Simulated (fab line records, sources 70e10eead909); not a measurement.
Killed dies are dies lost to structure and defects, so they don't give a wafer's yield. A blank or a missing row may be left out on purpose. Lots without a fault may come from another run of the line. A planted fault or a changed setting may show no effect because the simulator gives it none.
Which tool did it? | flow nand_harc | 24 lots, 72 wafers sampled, at 2 steps of a route of 1302

WHAT THE GAUGES READ, wafer by wafer
NHARC_A_CONTACT_CD_MEAS_15. Usual: cd_nm 190.1 nm, standard deviation 0.54.
lot  | measured     | on        | cd_nm (nm)        | flag
L074 | day 23 06:49 | cd_sem-03 | 189.8 189.9 189.6 |
L077 | day 23 08:23 | cd_sem-01 | 190.7 190.8 190.4 |
L075 | day 23 09:55 | cd_sem-03 | 189.1 189.1 189.9 |
L076 | day 23 13:41 | cd_sem-01 | 190.2 190.3 190.7 |
L078 | day 24 09:37 | cd_sem-01 | 190.7 190.2 190.7 |
L079 | day 24 12:02 | cd_sem-01 | 190.6 190.1 190.4 |
L080 | day 24 21:13 | cd_sem-01 | 189.7 189.8 189.5 |
L081 | day 25 14:46 | cd_sem-01 | 190.5 190.5 190.4 |
L082 | day 25 21:57 | cd_sem-03 | 190.6 190.4 190.5 |
L083 | day 26 03:38 | cd_sem-01 | 190.0 190.1 189.9 |
L084 | day 26 06:51 | cd_sem-03 | 190.1 190.0 189.3 |
L086 | day 26 10:34 | cd_sem-01 | 190.3 189.9 189.9 |
L085 | day 26 20:55 | cd_sem-02 | 189.5 189.4 190.0 |
L087 | day 27 23:34 | cd_sem-02 | 189.1 189.7 189.4 |
L088 | day 28 03:49 | cd_sem-02 | 189.4 188.9 189.0 |
L089 | day 28 04:46 | cd_sem-02 | 190.6 190.7 190.7 |
L090 | day 29 10:53 | cd_sem-03 | 190.5 190.4 190.1 |
L093 | day 30 00:02 | cd_sem-01 | 190.4 191.0 191.3 |
L092 | day 30 00:46 | cd_sem-01 | 189.3 190.5 190.1 |
L091 | day 30 03:34 | cd_sem-03 | 190.3 190.6 190.6 |
L094 | day 30 07:13 | cd_sem-02 | 190.2 190.2 189.8 |
L095 | day 31 08:34 | cd_sem-01 | 189.7 189.8 189.8 |
L096 | day 31 16:49 | cd_sem-01 | 190.1 190.1 189.8 |
L097 | day 31 17:34 | cd_sem-02 | 189.6 189.4 189.6 |

WHICH TOOL RAN EACH LOT (tool, then ch and the chambers of the sampled wafers, then the start)
lot  | NHARC_A_CONTACT_ETCH_139
L074 | har_cap_etch-03 ch 0,1, day 23 06:05
L077 | har_cap_etch-02 ch 0, day 23 07:37
L075 | har_cap_etch-01 ch 1, day 23 09:01
L076 | har_cap_etch-03 ch 0,1, day 23 12:14
L078 | har_cap_etch-03 ch 0,1, day 24 08:50
L079 | har_cap_etch-02 ch 0,1, day 24 11:23
L080 | har_cap_etch-03 ch 0,1, day 24 20:25
L081 | har_cap_etch-02 ch 0,1, day 25 13:59
L082 | har_cap_etch-02 ch 0,1, day 25 21:10
L083 | har_cap_etch-01 ch 0,1, day 26 02:51
L084 | har_cap_etch-03 ch 0,1, day 26 06:10
L086 | har_cap_etch-02 ch 0,1, day 26 09:49
L085 | har_cap_etch-03 ch 0,1, day 26 20:07
L087 | har_cap_etch-02 ch 0,1, day 27 22:50
L088 | har_cap_etch-01 ch 0,1, day 28 03:05
L089 | har_cap_etch-03 ch 0,1, day 28 03:32
L090 | har_cap_etch-03 ch 0,1, day 29 10:11
L093 | har_cap_etch-01 ch 0,1, day 29 23:15
L092 | har_cap_etch-02 ch 0,1, day 29 23:59
L091 | har_cap_etch-03 ch 0,1, day 30 02:48
L094 | har_cap_etch-01 ch 0,1, day 30 06:27
L095 | har_cap_etch-02 ch 0,1, day 31 07:49
L096 | har_cap_etch-01 ch 0,1, day 31 16:02
L097 | har_cap_etch-02 ch 0,1, day 31 16:40
- NHARC_A_CONTACT_ETCH_139: etches the open film in C4F8/O2/Ar, time 195 s, target depth 840 nm.

WHAT THE TOOLS THEMSELVES READ (means of the sampled wafers that have a number; where no wafer has one, the mark that the record gives instead)
The record holds no such reading with a usual standard deviation.

THE ANSWER, worked out from the rows above alone
Rule: a lot is off if the mean of its wafers that have a number lies more than 3 standard deviations from the usual mean. A lot without any number at a reading at which 4 lots or more have one is off too. The other lots that the step has rows for count as sound. The gauges are gone through in route order, then the tools' own readings, and for those a lot's mean is taken as printed above. The first step at which some lot is off is used, and at that step the reading that is off furthest; a lot without a number counts as furthest.
No lot is off at any reading shown: from this, nothing can be told.

WHAT THE SIMULATOR HAD PUT IN
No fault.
